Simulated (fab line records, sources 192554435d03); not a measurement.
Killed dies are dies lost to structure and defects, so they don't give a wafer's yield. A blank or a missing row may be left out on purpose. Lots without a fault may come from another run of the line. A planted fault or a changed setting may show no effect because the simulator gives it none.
Split-lot experiment | flow n5_finfet | 7 lots, 21 wafers read, on a route of 1938 steps

THE SPLIT
At N5_BEOL_M14_COAT_04 (resist thk 800 nm), the setting spin_rpm was moved away from the recipe's 1704 rpm on 9 of the 21 wafers read, by -9.0% to +9.0%. The other wafers ran this setting at the recipe's value.

FROM THE SPLIT TO THE READING: what the file shows between them, 4 steps
- N5_BEOL_M14_EBR_06
- N5_BEOL_M14_SOFTBAKE_05: time 60 s
- N5_BEOL_M14_DESCUM_15: chemistry O2, time 7.9 s
- N5_BEOL_M14_ETCH_59: etches BARC in N2/H2, target depth 89 nm, overetch 26.7 nm, time 67.9 s

THE READING
coat_of_BEOL_M14_COAT_04.thk_nm (the simulator's own value, which no gauge read), in nm, at N5_BEOL_M14_VIA_ETCH_16 (etches SiO2 in C4F8/O2/Ar, target depth 1231.3 nm). The file gives no usual value for it. The 12 wafers here that ran the recipe average 454.9 nm, standard deviation 5.2 nm.

wafer  | tool, chamber at the split | spin_rpm as run, rpm | against the recipe | coat_of_BEOL_M14_COAT_04.thk_nm, nm | against lot-mates on the recipe
L076.1 | litho_track-04, 0          | 1704                 | recipe             | 461.4                               | -
L076.3 | litho_track-04, 0          | 1704                 | recipe             | 456.8                               | -
L076.4 | litho_track-04, 0          | 1704                 | recipe             | 449.8                               | -
L083.1 | litho_track-03, 0          | 1567                 | -8.0%              | 482.6                               | +25.2
L083.3 | litho_track-03, 0          | 1704                 | recipe             | 457.4                               | -
L083.4 | litho_track-03, 0          | 1567                 | -8.0%              | 481.6                               | +24.2
L084.1 | litho_track-04, 0          | 1704                 | recipe             | 451.6                               | -
L084.3 | litho_track-04, 0          | 1704                 | recipe             | 456.8                               | -
L084.5 | litho_track-04, 0          | 1704                 | recipe             | 457.6                               | -
L086.1 | litho_track-01, 0          | 1704                 | recipe             | 451.2                               | -
L086.2 | litho_track-01, 0          | 1858                 | +9.0%              | 416.6                               | -34.6
L086.6 | litho_track-01, 0          | 1858                 | +9.0%              | 414                                 | -37.2
L090.1 | litho_track-01, 0          | 1704                 | recipe             | 465                                 | -
L090.4 | litho_track-01, 0          | 1704                 | recipe             | 448.2                               | -
L090.6 | litho_track-01, 0          | 1704                 | recipe             | 446.8                               | -
L096.1 | litho_track-03, 0          | 1825                 | +7.1%              | 439.2                               | -17.4
L096.3 | litho_track-03, 0          | 1825                 | +7.1%              | 433.2                               | -23.4
L096.4 | litho_track-03, 0          | 1704                 | recipe             | 456.6                               | -
L097.2 | litho_track-04, 0          | 1551                 | -9.0%              | 487.6                               | no lot-mate on the recipe
L097.4 | litho_track-04, 0          | 1551                 | -9.0%              | 484.8                               | no lot-mate on the recipe
L097.5 | litho_track-04, 0          | 1551                 | -9.0%              | 491.8                               | no lot-mate on the recipe

THE FIT
A straight line over all 21 wafers: coat_of_BEOL_M14_COAT_04.thk_nm changes by -3.64 nm for each +1% of spin_rpm; r = -0.97; the points scatter about the line by 5.5 nm.
The same after taking each lot's own level away (the mean of its wafers on the recipe; 18 wafers): -3.38 nm for each +1%; r = -0.96; scatter 5 nm.
On that fit, the largest move of spin_rpm shifts the reading by 31 nm.
The lots' own levels span 451.20 to 457.40 nm, that is 1.2 times the standard deviation above.
So the lot-to-lot level changes the slope little: the two slopes agree.
Check: with one of the wafers moved furthest among these (+9.0%) left out of the fit, the line predicts -29.9 nm for it against its lot-mates. It came out at -34.6 nm against them.

OTHER SPLITS ON THESE WAFERS
These wafers also went through other splits before the reading. Each is held against what the fit with the lots' levels taken away leaves over:
other split on the same wafers | wafers away from the commonest value | r with coat_of_BEOL_M14_COAT_04.thk_nm (lot level and that fit taken away)
N5_BEOL_M13_ILD_DEP_00 time_s  | 7                                    | -0.01

THE WHOLE CHAIN: every reading that the file lists as answering this split, in the file's order
step                    | what it does                                      | reading                                                                          | change (the file's fit)              | r (the file's)
N5_BEOL_M14_COAT_04     | resist thk 800 nm                                 | coat_of_BEOL_M14_COAT_04.thk_nm (the simulator's own value, which no gauge read) | -3.9 nm for each +1% of the setting  | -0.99
N5_BEOL_M14_VIA_ETCH_16 | etches SiO2 in C4F8/O2/Ar, target depth 1231.3 nm | coat_of_BEOL_M14_COAT_04.thk_nm (the simulator's own value, which no gauge read) | -3.39 nm for each +1% of the setting | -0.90

THE FILE'S OWN FIT
coat_of_BEOL_M14_COAT_04.thk_nm changes by -3.39 nm for each +1% of spin_rpm, r = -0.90.
